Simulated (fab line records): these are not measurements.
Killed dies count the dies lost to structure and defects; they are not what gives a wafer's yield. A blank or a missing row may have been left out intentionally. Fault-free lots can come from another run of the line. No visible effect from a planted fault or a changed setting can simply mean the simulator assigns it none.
fab line records | flow nand_harc
[record] lots = 5 | wafers = 15 | last_day = 22
route steps=1159 shown P_GATE@155 END@1159
lots with no fault: from the same line, run without faults
start_h: start of the lot's first displayed wafer, in hours after the record's first day | wait_h: time in hours since the lot's previous step | " as in the row above | L1.1+2: a row that stands for several wafers | - no value, or no start was given | * or withheld: withheld | < > ~ a bound
route shown NAME@n: NAME is a module with steps in the file, n the number in the route of the first one | usual: the fault-free wafers' mean and standard deviation | same: alike in all rows | chamber/n: place in a boat | sites: readings site by site | _std_site: standard deviation of those values | _edge_site: outer sites' mean less inner sites' | radius_mm: how far each site lies from the wafer's centre | mask NAME#n: copy n | behind: the last tool/chamber to shape the wafer | hold: the reason the lot was held/the length of the hold in hours/how it ended | device: the transistor (n, p or np) that didn't switch | end of line: tests of these same wafers at the route's end | for a step that has no rows: nothing shown but its recipe | killed: count of dies lost to structure and defects at first sort (not the wafer's yield) | map: a wafer's dies, x killed, . not, _ none there
set.NAME: the setting that was run; set.NAME@STEP: the one run at that earlier step | model.NAME: the simulator's own value behind a step, which no gauge read
lots seen at some steps along the route; tables by step, rows by wafer
services: when a tool's chamber went out of use (start_h, in hours from the record's first day, below 0 if earlier), for how many hours, and the reason
[[steps]]
[step NHARC_P_GATE_ALD_36]
[recipe] target_thk_a = 200 | pulse_time_s = 60 | ald_cycles = 223 | temp_c = 400 | material = SiNx
[usual] heater_power_w = 859/70 | precursor_pulse_height_rel = 1.002/0.019
lot.wafer | tool       | chamber | start_h | wait_h | heater_power_w | precursor_pulse_height_rel | since_wet_clean_h
L899.3    | ald_sin-01 | 1       | 113.09  | -      | 885            | 0.986                      | 139
L899.1    | "          | 2       | 114.13  | -      | 885            | 1.005                      | 140
L899.6    | "          | 3       | 115.18  | -      | 1025           | 0.983                      | -
L901.1    | ald_sin-01 | 2       | 127.24  | -      | 895            | 1.013                      | 153
L901.2    | "          | 3       | 128.30  | -      | 1010           | 0.980                      | 154
L901.4    | "          | 0       | 129.36  | -      | 844            | 1.012                      | 155
L905.3    | ald_sin-04 | 0       | 162.18  | -      | 912            | 1.001                      | 141
L905.4    | "          | 1       | 163.24  | -      | 908            | 0.995                      | 142
L905.6    | "          | 3       | 165.36  | -      | 840            | 1.007                      | -
L909.4    | ald_sin-04 | 3       | 185.15  | -      | 847            | 0.999                      | 164
L909.1    | "          | 2       | 188.30  | -      | 770            | 0.971                      | 167
L909.5    | "          | 0       | 190.39  | -      | 916            | 0.993                      | -
L913.1    | ald_sin-01 | 3       | 200.07  | -      | 1029           | 0.991                      | 43
L913.3    | "          | 0       | 201.13  | -      | 792            | 1.002                      | 44
L913.6    | "          | 2       | 203.24  | -      | 840            | 0.993                      | -
[step NHARC_P_GATE_ETCHBACK_37]
[recipe] target_depth_a = 345 | time_s = 17.2 | chf3_flow_sccm = 50 | o2_flow_sccm = 10 | ar_flow_sccm = 200 | rf_w = 500 | bias_w = 200 | chemistry = CHF3/O2
[usual] chamber_pressure_mTorr = 25.002/0.022 | drypump_motor_current_A = 5.7/0.41 | oes_product_au = 0.95/0.038 | rf_fwd_power_W = 489.6/2.5 | rf_vpp_V = 371.0/2.4 | showerhead_plenum_p_Torr = 2.42/0.11 | throttle_valve_pct = 20.573/0.0091
lot.wafer | tool        | chamber | start_h | wait_h | chamber_pressure_mTorr | drypump_motor_current_A | oes_product_au | rf_fwd_power_W | rf_hours_counter_h | rf_vpp_V | showerhead_plenum_p_Torr | throttle_valve_pct
L899.3    | rie_diel-07 | 1       | -       | -      | 25.001                 | 5.4                     | 0.91           | 486.3          | 13                 | 375.2    | 2.56                     | 20.584
L899.1    | "           | 3       | "       | "      | 25.031                 | 6.8                     | 0.92           | 485.6          | 12                 | 373.2    | 2.53                     | 20.584
L899.6    | "           | 0       | "       | "      | 25.016                 | 5.7                     | 0.91           | 487.2          | -                  | 369.1    | 2.29                     | 20.568
L901.1    | rie_diel-07 | 1       | -       | -      | 25.018                 | 5.4                     | 0.91           | 487.0          | 15                 | 373.8    | 2.55                     | 20.565
L901.4    | "           | 2       | "       | "      | 25.041                 | 5.5                     | 0.93           | 486.7          | 15                 | 370.9    | 2.34                     | 20.578
L901.2    | "           | 3       | "       | "      | 24.985                 | 6.7                     | 0.93           | 487.0          | 13                 | 375.7    | 2.53                     | 20.576
L905.3    | rie_diel-07 | 1       | -       | -      | 25.028                 | 5.4                     | 0.91           | 485.9          | 24                 | 374.2    | 2.55                     | 20.570
L905.4    | "           | 2       | "       | "      | 24.988                 | 5.5                     | 0.92           | 489.0          | 22                 | 369.0    | 2.34                     | 20.575
L905.6    | "           | 2       | "       | "      | 25.026                 | 5.5                     | 0.92           | 487.7          | -                  | 368.4    | 2.34                     | 20.575
L909.1    | rie_diel-01 | 0       | -       | -      | 25.017                 | 6.0                     | 0.99           | 492.3          | 16                 | 373.7    | 2.59                     | 20.566
L909.4    | "           | 2       | "       | "      | 25.035                 | 5.5                     | 0.99           | 489.3          | 17                 | 369.0    | 2.39                     | 20.569
L909.5    | "           | 3       | "       | "      | 25.002                 | 5.0                     | 1.00           | 491.0          | -                  | 371.4    | 2.47                     | 20.574
L913.3    | rie_diel-01 | 0       | -       | -      | 24.990                 | 6.1                     | 0.91           | 490.1          | 20                 | 374.4    | 2.59                     | 20.582
L913.1    | "           | 2       | "       | "      | 24.989                 | 5.5                     | 0.93           | 490.1          | 22                 | 369.5    | 2.39                     | 20.582
L913.6    | "           | 0       | "       | "      | 25.010                 | 6.0                     | 0.92           | 491.6          | -                  | 373.0    | 2.59                     | 20.553
[step NHARC_P_GATE_STRIP_101]
[recipe] time_s = 20 | o2_flow_sccm = 500 | ar_flow_sccm = 0 | bias_w = 0 | chemistry = O2
[usual] chamber_pressure_mTorr = 60.00/0.054 | drypump_motor_current_A = 5.7/0.42 | oes_product_au = 0.996/0.0093 | rf_vpp_V = 58.0/0.99 | showerhead_plenum_p_Torr = 3.55/0.15 | throttle_valve_pct = 17.037/0.0085
lot.wafer | tool        | chamber | start_h | wait_h | chamber_pressure_mTorr | drypump_motor_current_A | oes_product_au | rf_hours_counter_h | rf_vpp_V | showerhead_plenum_p_Torr | throttle_valve_pct
L899.3    | rie_diel-07 | 2       | 120.55  | 0.1    | 60.07                  | 5.5                     | 1.001          | 12                 | 58.4     | 3.44                     | 17.041
L899.1    | "           | 1       | "       | "      | 60.00                  | 5.4                     | 0.977          | 13                 | 57.7     | 3.75                     | 17.052
L899.6    | "           | 3       | "       | "      | 60.00                  | 6.8                     | 0.992          | -                  | 56.5     | 3.71                     | 17.027
L901.1    | rie_diel-07 | 2       | 136.87  | 0.1    | 59.82                  | 5.5                     | 0.998          | 15                 | 55.9     | 3.44                     | 17.033
L901.4    | "           | 3       | "       | "      | 59.97                  | 6.8                     | 1.000          | 13                 | 59.9     | 3.71                     | 17.029
L901.2    | "           | 0       | "       | "      | 60.04                  | 5.7                     | 0.988          | 15                 | 56.7     | 3.36                     | 17.046
L905.4    | rie_diel-07 | 1       | 170.75  | 0.1    | 59.94                  | 5.4                     | 0.995          | 24                 | 56.4     | 3.74                     | 17.042
L905.3    | "           | 0       | "       | "      | 60.01                  | 5.7                     | 0.981          | 23                 | 57.3     | 3.36                     | 17.035
L905.6    | "           | 2       | "       | "      | 60.02                  | 5.5                     | 1.010          | -                  | 57.9     | 3.43                     | 17.031
L909.4    | rie_diel-01 | 2       | 194.74  | 0.1    | 60.00                  | 5.6                     | 0.994          | 17                 | 59.1     | 3.51                     | 17.048
L909.1    | "           | 0       | "       | "      | 59.97                  | 6.1                     | 0.985          | 16                 | 60.1     | 3.80                     | 17.042
L909.5    | "           | 2       | "       | "      | 59.97                  | 5.5                     | 0.993          | -                  | 58.7     | 3.51                     | 17.034
L913.3    | rie_diel-01 | 2       | 207.80  | 0.1    | 60.02                  | 5.6                     | 0.992          | 22                 | 57.9     | 3.51                     | 17.038
L913.1    | "           | 3       | "       | "      | 60.02                  | 5.1                     | 0.994          | 23                 | 57.4     | 3.62                     | 17.031
L913.6    | "           | 1       | "       | "      | 60.04                  | 5.7                     | 1.006          | -                  | 59.1     | 3.56                     | 17.041
[step NHARC_P_GATE_PRECLEAN_97]
[recipe] time_s = 600 | temp_c = 120 | chemistry = SPM
[step NHARC_P_GATE_SRD_98]
[step NHARC_P_GATE_PRECLEAN_99]
[recipe] time_s = * | temp_c = 50 | bath_age_min = 0 | chemistry = SC1
[step NHARC_P_GATE_SRD_100]
[step NHARC_P_GATE_DEHYDRATE_38]
[recipe] temp_c = 150 | time_s = 120
[step NHARC_P_GATE_HMDS_39]
[recipe] time_s = 30
[step NHARC_P_GATE_COAT_40]
[recipe] spin_rpm = 3000
[step NHARC_P_GATE_SOFTBAKE_41]
[recipe] temp_c = 122 | time_s = 95
[step NHARC_P_GATE_EBR_42]
[step NHARC_P_GATE_EXPOSE_43]
[recipe] na = 0.6 | target_cd_nm = 720 | dose_mj = 14.81 | mask_id = P_NSD
lot.wafer  | tool           | chamber | start_h | wait_h | mask
L899.1+3+6 | krf_scanner-04 | 0       | 121.18  | -      | P_NSD#0
L901.1+2+4 | krf_scanner-02 | 0       | 137.63  | -      | P_NSD#0
L905.3+4+6 | krf_scanner-02 | 0       | 171.53  | -      | P_NSD#0
L909.1+4+5 | krf_scanner-02 | 0       | 195.53  | -      | P_PSD#0
L913.1+3+6 | krf_scanner-04 | 0       | 208.57  | -      | P_NSD#0
[step NHARC_P_GATE_PEB_44]
[recipe] peb_temp_c = 118 | peb_time_s = 85
[step NHARC_P_GATE_DEVELOP_45]
[recipe] time_s = 70
[step NHARC_P_GATE_CD_MEAS_46]
[recipe] target_cd_nm = 720 | landing_energy_ev = 500
[usual] cd_nm = 720.8/1.4
[same] landing_energy_ev = 500
lot.wafer | tool      | chamber | start_h | wait_h | cd_nm
L899.1    | cd_sem-03 | 0       | 121.34  | -      | 720.1
L899.3    | "         | 0       | "       | "      | 720.3
L899.6    | "         | 0       | "       | "      | 720.3
L901.1    | cd_sem-03 | 0       | 137.79  | -      | 720.1
L901.2    | "         | 0       | "       | "      | 721.6
L901.4    | "         | 0       | "       | "      | 720.8
L905.3    | cd_sem-01 | 0       | 171.69  | -      | 719.4
L905.4    | "         | 0       | "       | "      | 720.1
L905.6    | "         | 0       | "       | "      | 719.9
L909.1    | cd_sem-03 | 0       | 195.68  | -      | -
L909.4    | "         | 0       | "       | "      | -
L909.5    | "         | 0       | "       | "      | -
L913.1    | cd_sem-01 | 0       | 208.73  | -      | 719.4
L913.3    | "         | 0       | "       | "      | 719.7
L913.6    | "         | 0       | "       | "      | 719.4
[step NHARC_P_GATE_HARDBAKE_47]
[recipe] temp_c = 125 | time_s = 80
[step NHARC_END_SORT_01]
[recipe] temp_c = 25
[usual] killed_at_array = 28/11 | killed_at_other = 0.6/0.85 | killed_at_periphery = 2.8/2.3 | killed_dies = 31/11 | killed_open = 3.1/1.6 | killed_short = 2.0/1.4
[same] gross_dies = 677
lot.wafer | tool      | chamber | start_h | wait_h | hold                   | killed_at_array | killed_at_other | killed_at_periphery | killed_dies | killed_open | killed_short
L901.1    | prober-02 | 0       | 468.03  | 2.5    | -                      | 7               | 0               | 4                   | 11          | 2           | 2
L901.2    | prober-02 | 0       | 468.83  | 2.8    | -                      | 15              | 2               | 2                   | 19          | 4           | 2
L901.4    | prober-02 | 0       | 470.42  | 3.4    | -                      | 15              | 1               | 2                   | 18          | 4           | 2
L899.1    | prober-02 | 0       | 479.60  | 2.5    | -                      | 32              | 0               | 4                   | 36          | 3           | 2
L899.3    | prober-02 | 0       | 481.20  | 3.1    | -                      | 40              | 1               | 2                   | 43          | 3           | 2
L899.6    | prober-02 | 0       | 483.59  | 4.0    | -                      | 46              | 0               | 4                   | 50          | 3           | 1
L905.3    | prober-01 | 0       | 517.12  | 3.1    | -                      | 17              | 1               | 5                   | 23          | 4           | 1
L905.4    | prober-01 | 0       | 517.91  | 3.4    | -                      | 16              | 0               | 0                   | 16          | 0           | 1
L905.6    | prober-01 | 0       | 519.50  | 4.0    | -                      | 14              | 0               | 1                   | 15          | 2           | 0
L913.1    | prober-02 | 0       | 531.77  | 2.5    | -                      | 52              | 0               | 11                  | 63          | 8           | 3
L913.3    | prober-02 | 0       | 533.33  | 3.1    | -                      | 36              | 1               | 5                   | 42          | 1           | 2
L913.6    | prober-02 | 0       | 535.68  | 3.9    | -                      | 40              | 0               | 3                   | 43          | 2           | 1
L909.1    | prober-01 | 0       | 531.79  | 2.5    | await_dispo/2.7h/scrap | 30              | 0               | 647                 | 677         | 2           | 2
L909.4    | prober-01 | 0       | 534.18  | 3.4    | await_dispo/2.7h/scrap | 18              | 0               | 659                 | 677         | 5           | 3
L909.5    | prober-01 | 0       | 534.98  | 3.7    | await_dispo/2.7h/scrap | 33              | 0               | 644                 | 677         | 1           | 0
// killed by level:class
L901.1 A_CONTACT:chamber_film_flake=3 P_STI:chamber_film_flake=1 P_CONTACT:geometric_particle:short=1 P_M0:geometric_particle:open=1 A_CONTACT:geometric_particle:open=1 A_M0:geometric_particle:short=1 P_GATE:chamber_film_flake=1 A_CHANNEL_HOLE_D1:chamber_film_flake=1
L901.2 A_CHANNEL_HOLE_D1:chamber_film_flake=4 A_CONTACT:chamber_film_flake=3 P_M0:geometric_particle:open=2 A_STAIRCASE:chamber_film_flake=2 THIN_TSV:chamber_film_flake=2 A_ONON_D1:geometric_particle:short=1 A_CONTACT:geometric_particle:open=1 A_BLC:geometric_particle:open=1
L901.4 A_CONTACT:chamber_film_flake=4 A_CHANNEL_HOLE_D1:chamber_film_flake=3 A_STAIRCASE:chamber_film_flake=2 A_WL_FILL:chamber_film_flake=2 P_M1:geometric_particle:open=1 A_CHANNEL_FILL_D1:geometric_particle:open=1 A_STAIRCASE:geometric_particle:open=1 A_CONTACT:geometric_particle:open=1
L899.1 A_CHANNEL_HOLE_D1:chamber_film_flake=16 A_SLIT:chamber_film_flake=9 A_M1:geometric_particle:open=3 P_GATE:chamber_film_flake=2 A_STAIRCASE:chamber_film_flake=2 P_CONTACT:geometric_particle:short=1 A_ONON_D1:geometric_particle:short=1 A_CONTACT:chamber_film_flake=1
L899.3 A_CHANNEL_HOLE_D1:chamber_film_flake=18 A_CONTACT:chamber_film_flake=6 A_STAIRCASE:chamber_film_flake=6 A_SLIT:chamber_film_flake=6 A_ONON_D1:geometric_particle:open=1 A_CHANNEL_FILL_D1:geometric_particle:short=1 A_WL_FILL:geometric_particle:short=1 A_CONTACT:geometric_particle:open=1
L899.6 A_CHANNEL_HOLE_D1:chamber_film_flake=26 A_SLIT:chamber_film_flake=13 A_CHANNEL_FILL_D1:geometric_particle:open=2 P_ZERO_WELL:chamber_film_flake=2 A_STAIRCASE:chamber_film_flake=2 A_CONTACT:chamber_film_flake=2 P_CONTACT:geometric_particle:open=1 A_WL_FILL:geometric_particle:short=1
L905.3 P_M2:chamber_film_flake=4 A_STAIRCASE:chamber_film_flake=4 A_CHANNEL_HOLE_D1:chamber_film_flake=3 A_WL_FILL:geometric_particle:open=2 A_CONTACT:chamber_film_flake=2 P_M0:geometric_particle:open=1 A_CHANNEL_FILL_D1:geometric_particle:short=1 STARTING-WAFER:geometric_particle:open=1
L905.4 A_STAIRCASE:chamber_film_flake=7 A_CONTACT:chamber_film_flake=5 A_CHANNEL_HOLE_D1:chamber_film_flake=2 A_WL_FILL:geometric_particle:short=1 A_ZERO_WELL:chamber_film_flake=1
L905.6 A_STAIRCASE:chamber_film_flake=4 A_ZERO_WELL:chamber_film_flake=3 A_CHANNEL_HOLE_D1:chamber_film_flake=3 A_BONDPAD:chamber_film_flake=2 P_CONTACT:geometric_particle:open=1 A_CHANNEL_FILL_D1:geometric_particle:open=1 A_CHANNEL_FILL_D1:chamber_film_flake=1
L913.1 A_CHANNEL_HOLE_D1:chamber_film_flake=25 A_SLIT:chamber_film_flake=22 P_GATE:geometric_particle:open=3 P_M0:geometric_particle:open=3 A_CONTACT:chamber_film_flake=3 P_ZERO_WELL:chamber_film_flake=2 P_CONTACT:geometric_particle:open=1 P_CONTACT:geometric_particle:short=1
L909.1 P_GATE:area_expose=647 A_CHANNEL_HOLE_D1:chamber_film_flake=18 A_STAIRCASE:chamber_film_flake=5 A_CONTACT:chamber_film_flake=2 A_SOURCE_PLATE:geometric_particle:open=1 A_SOURCE_PLATE:geometric_particle:short=1 A_M0:geometric_particle:open=1 A_M1:geometric_particle:short=1
L913.3 A_CHANNEL_HOLE_D1:chamber_film_flake=24 A_SLIT:chamber_film_flake=8 P_ZERO_WELL:chamber_film_flake=4 A_CONTACT:chamber_film_flake=2 P_M0:geometric_particle:short=1 A_CONTACT:geometric_particle:open=1 A_BLC:geometric_particle:short=1 HYBRID_BOND:latent=1
L909.4 P_GATE:area_expose=656 A_CHANNEL_HOLE_D1:chamber_film_flake=9 A_CONTACT:geometric_particle:open=3 A_STAIRCASE:chamber_film_flake=2 A_CONTACT:chamber_film_flake=2 P_GATE:geometric_particle:open=1 P_GATE:geometric_particle:short=1 P_M0:geometric_particle:short=1
L909.5 P_GATE:area_expose=644 A_CHANNEL_HOLE_D1:chamber_film_flake=17 A_STAIRCASE:chamber_film_flake=11 A_CONTACT:chamber_film_flake=4 A_CONTACT:geometric_particle:open=1
L913.6 A_CHANNEL_HOLE_D1:chamber_film_flake=20 A_SLIT:chamber_film_flake=14 P_ZERO_WELL:chamber_film_flake=3 A_CONTACT:chamber_film_flake=2 A_ONON_D1:geometric_particle:open=1 A_CHANNEL_FILL_D1:geometric_particle:short=1 A_M0:geometric_particle:open=1 A_ZERO_WELL:chamber_film_flake=1
// map L909.1 (x killed, . not)
____________x____________
_________xxxxxxx_________
_______xxxxxxxxxxx_______
______xxxxxxxxxxxxx______
_____xxxxxxxxxxxxxxx_____
____xxxxxxxxxxxxxxxxx____
____xxxxxxxxxxxxxxxxx____
___xxxxxxxxxxxxxxxxxxx___
___xxxxxxxxxxxxxxxxxxx___
__xxxxxxxxxxxxxxxxxxxxx__
__xxxxxxxxxxxxxxxxxxxxx__
_xxxxxxxxxxxxxxxxxxxxxxx_
_xxxxxxxxxxxxxxxxxxxxxxx_
_xxxxxxxxxxxxxxxxxxxxxxx_
_xxxxxxxxxxxxxxxxxxxxxxx_
_xxxxxxxxxxxxxxxxxxxxxxx_
xxxxxxxxxxxxxxxxxxxxxxxxx
xxxxxxxxxxxxxxxxxxxxxxxxx
xxxxxxxxxxxxxxxxxxxxxxxxx
xxxxxxxxxxxxxxxxxxxxxxxxx
xxxxxxxxxxxxxxxxxxxxxxxxx
_xxxxxxxxxxxxxxxxxxxxxxx_
_xxxxxxxxxxxxxxxxxxxxxxx_
_xxxxxxxxxxxxxxxxxxxxxxx_
_xxxxxxxxxxxxxxxxxxxxxxx_
_xxxxxxxxxxxxxxxxxxxxxxx_
__xxxxxxxxxxxxxxxxxxxxx__
__xxxxxxxxxxxxxxxxxxxxx__
___xxxxxxxxxxxxxxxxxxx___
___xxxxxxxxxxxxxxxxxxx___
____xxxxxxxxxxxxxxxxx____
____xxxxxxxxxxxxxxxxx____
_____xxxxxxxxxxxxxxx_____
______xxxxxxxxxxxxx______
_______xxxxxxxxxxx_______
_________xxxxxxx_________
____________x____________
// map L905.3 (x killed, . not)
____________.____________
_________......._________
_______......x...._______
______.....x.......______
_____x.............._____
____.............x...____
____.................____
___...................___
___..........x........___
__.....................__
__.....................__
_..........x.....x......_
_................x......_
_.........x............._
_......................._
_x..x.x................._
.............x...........
.........x.....x.........
......x..................
.........................
.........................
_.....................x._
_.x....................._
_.............x........._
_.................x....._
_......................._
__..x..................__
__.....................__
___...................___
___................x..___
____............x....____
____.................____
_____..............._____
______.............______
_______..........._______
_________......._________
____________.____________
[[services]]
tool           | chamber | start_h | hours | kind
ald_sin-01     | -       | 89.35   | 0.8   | repair
ald_sin-01     | -       | 97.10   | 1.2   | repair
rie_diel-07    | 0       | 109.35  | -     | clean
rie_diel-07    | 1       | 109.35  | -     | clean
rie_diel-07    | 2       | 109.35  | -     | clean
rie_diel-07    | 3       | 109.35  | -     | clean
rie_diel-07    | 3       | 123.18  | 6.4   | repair
krf_scanner-04 | -       | 125.93  | 16.3  | repair
rie_diel-01    | 2       | 129.59  | 5.5   | repair
rie_diel-07    | 0       | 133.85  | -     | clean
rie_diel-07    | 1       | 133.85  | -     | clean
rie_diel-07    | 2       | 133.85  | -     | clean
rie_diel-07    | 3       | 133.85  | -     | clean
rie_diel-01    | -       | 138.37  | 9.0   | pm
rie_diel-07    | 0       | 158.65  | -     | clean
rie_diel-07    | 1       | 158.65  | -     | clean
rie_diel-07    | 2       | 158.65  | -     | clean
rie_diel-07    | 3       | 158.65  | -     | clean
rie_diel-01    | 0       | 161.94  | 4.9   | repair
ald_sin-01     | -       | 180.83  | 0.6   | repair
rie_diel-07    | 0       | 183.15  | -     | clean
rie_diel-07    | 1       | 183.15  | -     | clean
rie_diel-07    | 2       | 183.15  | -     | clean
rie_diel-01    | -       | 205.01  | 0.6   | repair
[[key]]
[first_sign] step = NHARC_P_GATE_EXPOSE_43 | reading = mask | direction = changed
[effect] step = NHARC_P_GATE_CD_MEAS_46 | reading = cd_nm | direction = missing
[effect] step = NHARC_END_SORT_01 | reading = killed_at_periphery | direction = up | sigmas = 99+ | usual = 2.8 | struck = 650
[more_kills_born_at] NHARC_P_GATE_EXPOSE_43@krf_scanner-02 = 1947
met_at NHARC_P_GATE_EXPOSE_43
struck_wafers L909.1,L909.4,L909.5
later_rows_left_out L909.1,L909.4,L909.5
tester_left_out L909
onset_between 171.53 195.53
[fault] kind = wrong_mask | tool = any | chamber = - | onset_h = 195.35 | steps = NHARC_P_GATE_EXPOSE_43 | aux_copy = P_PSD#0 | scope = struck_lots_only
// tester_left_out: of these lots the tester's yield and bins aren't shown, on N5 and GAA mostly nor the transistor test; their killed dies are dies lost to structure and defects alone, not to doping, threshold or leakage, so they don't give the yield
// later_rows_left_out: the simulator's readings of these wafers behind a module that went badly wrong aren't trusted and aren't shown, but for the sort
